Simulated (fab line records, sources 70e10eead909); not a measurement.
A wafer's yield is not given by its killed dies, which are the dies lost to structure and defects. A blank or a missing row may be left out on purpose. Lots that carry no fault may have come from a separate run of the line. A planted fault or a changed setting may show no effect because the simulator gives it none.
What tool caused it? + flow nand-harc + 72 wafers from 24 lots sampled at 3 of the route's 1159 steps

== WHAT EACH GAUGE READ, for each wafer ==
NHARC_A_CONTACT_CD_MEAS_69 targets a cd of 200 nm. Usual: 200.3 nm for cd-nm, sd 0.77.
| lot  | measured     | on        | cd-nm (nm)        | flag |
|------|--------------|-----------|-------------------|------|
| L075 | day 16 19:07 | cd-sem-01 | 199.1 198.7 199.5 |      |
| L074 | day 16 20:37 | cd-sem-01 | 200.7 200.6 201.2 |      |
| L077 | day 17 00:43 | cd-sem-02 | 200.2 198.7 200.7 |      |
| L076 | day 17 04:51 | cd-sem-02 | 200.9 201.0 200.8 |      |
| L079 | day 17 06:02 | cd-sem-02 | 201.3 201.3 201.2 |      |
| L078 | day 17 22:04 | cd-sem-01 | 199.3 199.0 199.5 |      |
| L081 | day 18 10:22 | cd-sem-01 | 200.1 200.8 201.5 |      |
| L080 | day 18 21:01 | cd-sem-01 | 200.1 201.4 200.5 |      |
| L083 | day 18 22:37 | cd-sem-03 | 201.4 200.8 201.1 |      |
| L084 | day 19 01:23 | cd-sem-03 | 199.3 200.3 199.7 |      |
| L082 | day 19 02:46 | cd-sem-01 | 199.7 200.3 199.9 |      |
| L086 | day 20 10:06 | cd-sem-02 | 200.9 201.7 200.9 |      |
| L087 | day 20 11:11 | cd-sem-01 | 200.8 199.6 200.5 |      |
| L088 | day 20 12:35 | cd-sem-03 | 200.8 200.9 201.5 |      |
| L085 | day 20 13:50 | cd-sem-02 | 200.5 200.5 201.1 |      |
| L090 | day 21 01:04 | cd-sem-02 | 201.3 200.0 200.8 |      |
| L091 | day 21 04:37 | cd-sem-01 | 199.2 199.1 199.4 |      |
| L089 | day 21 05:16 | cd-sem-03 | 200.9 200.9 199.9 |      |
| L092 | day 21 13:19 | cd-sem-02 | 201.3 201.0 200.8 |      |
| L094 | day 21 22:41 | cd-sem-03 | 199.9 199.0 200.9 |      |
| L093 | day 22 00:57 | cd-sem-01 | 199.0 199.4 200.0 |      |
| L095 | day 22 10:41 | cd-sem-01 | 200.4 199.7 199.8 |      |
| L096 | day 22 11:19 | cd-sem-01 | 201.2 200.2 199.5 |      |
| L097 | day 22 23:34 | cd-sem-02 | 199.9 200.5 201.8 |      |

== EACH LOT AND THE TOOL THAT RAN IT (in order: tool; ch and the chambers of the sampled wafers; start) ==
| lot  | NHARC_A_CONTACT_ETCH_117             | NHARC_A_CONTACT_DEP_57        |
|------|--------------------------------------|-------------------------------|
| L075 | har-cap-etch-03 ch 0,1, day 16 12:02 | acl-dep-01 ch 0, day 16 16:48 |
| L074 | har-cap-etch-02 ch 0,1, day 16 13:23 | acl-dep-02 ch 0, day 16 18:16 |
| L077 | har-cap-etch-01 ch 0,1, day 16 19:10 | acl-dep-03 ch 0, day 16 22:14 |
| L076 | har-cap-etch-01 ch 0, day 16 23:13   | acl-dep-02 ch 0, day 17 02:23 |
| L079 | har-cap-etch-02 ch 0,1, day 17 01:08 | acl-dep-03 ch 0, day 17 03:56 |
| L078 | har-cap-etch-03 ch 0,1, day 17 17:16 | acl-dep-03 ch 0, day 17 20:10 |
| L081 | har-cap-etch-01 ch 0,1, day 18 03:10 | acl-dep-02 ch 0, day 18 08:29 |
| L080 | har-cap-etch-01 ch 0,1, day 18 13:24 | acl-dep-03 ch 0, day 18 18:50 |
| L083 | har-cap-etch-03 ch 0,1, day 18 14:31 | acl-dep-03 ch 0, day 18 20:16 |
| L084 | har-cap-etch-02 ch 0,1, day 18 20:41 | acl-dep-01 ch 0, day 18 22:58 |
| L082 | har-cap-etch-01 ch 0,1, day 18 21:37 | acl-dep-03 ch 0, day 19 00:17 |
| L086 | har-cap-etch-01 ch 1, day 20 04:39   | acl-dep-01 ch 0, day 20 07:36 |
| L087 | har-cap-etch-03 ch 0,1, day 20 05:22 | acl-dep-03 ch 0, day 20 08:43 |
| L088 | har-cap-etch-02 ch 0,1, day 20 07:37 | acl-dep-01 ch 0, day 20 10:14 |
| L085 | har-cap-etch-01 ch 0,1, day 20 09:04 | acl-dep-03 ch 0, day 20 11:40 |
| L090 | har-cap-etch-02 ch 0,1, day 20 17:04 | acl-dep-02 ch 0, day 20 22:37 |
| L091 | har-cap-etch-02 ch 0,1, day 20 21:29 | acl-dep-02 ch 0, day 21 03:01 |
| L089 | har-cap-etch-01 ch 0,1, day 20 21:57 | acl-dep-03 ch 0, day 21 03:29 |
| L092 | har-cap-etch-01 ch 0,1, day 21 05:47 | acl-dep-03 ch 0, day 21 10:59 |
| L094 | har-cap-etch-02 ch 0,1, day 21 17:54 | acl-dep-03 ch 0, day 21 20:13 |
| L093 | har-cap-etch-03 ch 0,1, day 21 19:53 | acl-dep-01 ch 0, day 21 22:37 |
| L095 | har-cap-etch-01 ch 0,1, day 22 05:13 | acl-dep-03 ch 0, day 22 08:44 |
| L096 | har-cap-etch-02 ch 0,1, day 22 05:48 | acl-dep-01 ch 0, day 22 08:58 |
| L097 | har-cap-etch-02 ch 0,1, day 22 18:29 | acl-dep-03 ch 0, day 22 21:08 |
- NHARC_A_CONTACT_ETCH_117: etches the open film in C4F8/O2/Ar, time 94 s, target depth 922 nm.
- NHARC_A_CONTACT_DEP_57: deposits aC, target thk 2800 nm.

== WHAT THE TOOLS THEMSELVES READ (means of the sampled wafers that have a number; where no wafer has one, the mark that the record gives instead) ==
NHARC_A_CONTACT_DEP_57. Usual: 35.000 % for throttle-valve-pct, sd 0.0093.
| lot  | tool       | throttle-valve-pct (%) | flag |
|------|------------|------------------------|------|
| L075 | acl-dep-01 | 35.008                 |      |
| L074 | acl-dep-02 | 35.000                 |      |
| L077 | acl-dep-03 | 35.001                 |      |
| L076 | acl-dep-02 | 35.003                 |      |
| L079 | acl-dep-03 | 35.005                 |      |
| L078 | acl-dep-03 | 35.007                 |      |
| L081 | acl-dep-02 | 34.996                 |      |
| L080 | acl-dep-03 | 34.998                 |      |
| L083 | acl-dep-03 | 34.994                 |      |
| L084 | acl-dep-01 | 35.004                 |      |
| L082 | acl-dep-03 | 35.009                 |      |
| L086 | acl-dep-01 | 35.002                 |      |
| L087 | acl-dep-03 | 35.000                 |      |
| L088 | acl-dep-01 | 35.003                 |      |
| L085 | acl-dep-03 | 34.987                 |      |
| L090 | acl-dep-02 | 34.991                 |      |
| L091 | acl-dep-02 | 34.997                 |      |
| L089 | acl-dep-03 | 35.002                 |      |
| L092 | acl-dep-03 | 35.000                 |      |
| L094 | acl-dep-03 | 34.996                 |      |
| L093 | acl-dep-01 | 35.005                 |      |
| L095 | acl-dep-03 | 35.007                 |      |
| L096 | acl-dep-01 | 35.000                 |      |
| L097 | acl-dep-03 | 34.997                 |      |

== THE ANSWER, worked out from the rows above alone ==
Rule: a lot counts as off when the mean over its wafers that have a number is more than 3 standard deviations away from the usual mean. A lot without any number at a reading at which 4 lots or more have one is off too. Where the step has rows for the other lots, those lots are counted as sound. After the gauges, taken in route order, come the tools' own readings; for these a lot's mean is taken, as printed above. The first step at which some lot is off is used, and at that step the reading that is off furthest; a lot without a number counts as furthest.
None of the lots is off at any reading shown; this tells nothing.

== WHAT THE SIMULATOR HAD INSERTED ==
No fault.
